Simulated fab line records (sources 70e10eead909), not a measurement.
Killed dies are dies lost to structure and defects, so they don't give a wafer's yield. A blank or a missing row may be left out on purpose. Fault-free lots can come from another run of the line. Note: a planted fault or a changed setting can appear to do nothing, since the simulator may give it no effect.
The tool behind it: which one? :: flow nand_harc :: Sampling: 6 lots, 18 wafers, 5 of 1159 route steps

WHAT THE GAUGES READ, wafer by wafer
NHARC_END_SORT_01.
lot: L983
measured: day 21 11:05
on: prober-01
killed_at_array: 48 42 35

lot: L991
measured: day 22 23:43
on: prober-01
killed_at_array: 124 110 125

lot: L993
measured: day 23 12:40
on: prober-02
killed_at_array: 116 106 102

TOOL THAT RAN EACH LOT (tool first, then ch and the chambers of the sampled wafers, then the start)
lot: L978
NHARC_A_CONTACT_ETCH_114: har_cap_etch-02 ch 0,1, day 17 00:04
NHARC_A_BONDPAD_PVD_17: pvd_sputter-02, day 18 14:37 or earlier
NHARC_HYBRID_BOND_ACTIVATE_00: rie_diel-13 ch 0,1,2, day 18 14:37
NHARC_THIN_TSV_CMP_01: cmp-01 ch 1,3, day 19 03:33

lot: L979
NHARC_A_CONTACT_ETCH_114: har_cap_etch-02 ch 0,1, day 17 15:46
NHARC_A_BONDPAD_PVD_17: pvd_sputter-02, day 19 10:52 or earlier
NHARC_HYBRID_BOND_ACTIVATE_00: rie_diel-07 ch 0,2,3, day 19 10:52
NHARC_THIN_TSV_CMP_01: cmp-03 ch 0,2, day 19 23:14

lot: L981
NHARC_A_CONTACT_ETCH_114: har_cap_etch-02 ch 0,1, day 17 23:14
NHARC_A_BONDPAD_PVD_17: pvd_sputter-02, day 19 20:41 or earlier
NHARC_HYBRID_BOND_ACTIVATE_00: rie_diel-13 ch 0,2,3, day 19 20:41
NHARC_THIN_TSV_CMP_01: cmp-03 ch 2,3, day 20 07:35

lot: L983
NHARC_A_CONTACT_ETCH_114: har_cap_etch-01 ch 1, day 18 20:32
NHARC_A_BONDPAD_PVD_17: pvd_sputter-01, day 20 09:31 or earlier
NHARC_HYBRID_BOND_ACTIVATE_00: rie_diel-13 ch 0,1,2, day 20 09:31
NHARC_THIN_TSV_CMP_01: cmp-02 ch 0,1,3, day 20 18:08

lot: L991
NHARC_A_CONTACT_ETCH_114: har_cap_etch-03 ch 0,1, day 19 22:22
NHARC_A_BONDPAD_PVD_17: pvd_sputter-03, day 21 16:18 or earlier
NHARC_HYBRID_BOND_ACTIVATE_00: rie_diel-13 ch 0,1, day 21 16:18
NHARC_THIN_TSV_CMP_01: cmp-03 ch 1,2, day 22 03:27

lot: L993
NHARC_A_CONTACT_ETCH_114: har_cap_etch-03 ch 0,1, day 20 15:22
NHARC_A_BONDPAD_PVD_17: pvd_sputter-03, day 22 13:00 or earlier
NHARC_HYBRID_BOND_ACTIVATE_00: rie_diel-13 ch 1,2, day 22 13:00
NHARC_THIN_TSV_CMP_01: cmp-01 ch 0,1,3, day 22 21:43
- NHARC_A_CONTACT_ETCH_114: etches the open film in C4F8/O2/Ar, time 94 s, target depth 922 nm.
- NHARC_A_BONDPAD_PVD_17: deposits TaN, target thk 5 nm, time 8.06 s.
- NHARC_HYBRID_BOND_ACTIVATE_00: chemistry N2, time 60 s.
- NHARC_THIN_TSV_CMP_01: polishes.

THE ANSWER, worked out from the rows above alone
Rule: the usual values come from the lots themselves. Put in order of their means at a reading, lots are off if they are a third of the lots or fewer, leave a main group of 4 or more, and stand apart from it by a gap of 3 or more times the standard deviation of the main group's means; of several such gaps the widest counts. If all means in a main group match to the digits the tables above print for the reading, that group is not used. Also off: a lot with no number at a reading for which 4 or more lots have one. All remaining lots with rows at the step are treated as sound.
Across all readings shown, no lot is off: no conclusion can be drawn from this.

WHAT HAD BEEN PUT IN BY THE SIMULATOR
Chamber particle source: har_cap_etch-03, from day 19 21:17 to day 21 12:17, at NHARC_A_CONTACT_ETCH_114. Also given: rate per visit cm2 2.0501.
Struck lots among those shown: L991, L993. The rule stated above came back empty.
